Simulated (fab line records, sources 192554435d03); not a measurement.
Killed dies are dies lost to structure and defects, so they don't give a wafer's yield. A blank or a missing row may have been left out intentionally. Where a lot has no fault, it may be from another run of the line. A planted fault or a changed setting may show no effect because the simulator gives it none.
Chamber matching    flow n5 finfet    4 sister chambers for N5_PMOS_HMC_CHANNEL_EPI_FIN_RECESS_16 on rie si-04
The step chemistry HBr/Cl2, target Si, target depth 54 nm, time 18 s. 4 wafers are shown with their chamber, then 11 later ones without.

## EACH WAFER AND ITS CHAMBER
wafer   chamber  drypump motor current A (A)
L084.6  3        5.8
L086.3  1        6.3
L086.5  2        6.3
L087.1  0        5.8

## WAFERS MISSING THEIR CHAMBER
wafer   drypump motor current A (A)
L087.2  6.3
L087.5  5.8
L090.4  5.8
L090.5  6.3
L090.6  6.4
L093.1  6.4
L093.2  5.8
L093.6  6.4
L096.1  6.3
L096.2  5.8
L096.4  6.4

## WHICH CHAMBER EACH WENT THROUGH
wafer   from the rows above      in truth
L087.2  can't be placed: 1 or 2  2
L087.5  can't be placed: 0 or 3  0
L090.4  can't be placed: 0 or 3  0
L090.5  can't be placed: 1 or 2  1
L090.6  can't be placed: 1 or 2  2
L093.1  can't be placed: 1 or 2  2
L093.2  can't be placed: 0 or 3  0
L093.6  can't be placed: 1 or 2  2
L096.1  can't be placed: 1 or 2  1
L096.2  can't be placed: 0 or 3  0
L096.4  can't be placed: 1 or 2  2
Correctly placed: 0 of 11. Not placeable from these rows: 11 (in 11, the candidates include the true chamber). Wrongly placed: 0.
How it was worked out, from the rows above alone: a wafer's distance from a chamber is the root of the sum, over the readings, of the square of ((its reading less the chamber's mean) divided by the reading's scatter). If the next closest chamber is less than 2 further off than the closest, the wafer can't be placed; otherwise it belongs to the closest. The mean given for a chamber averages the wafers shown for that chamber. The scatter: root of mean squared gap, hidden wafer to nearest shown wafer, with one shown wafer a chamber.
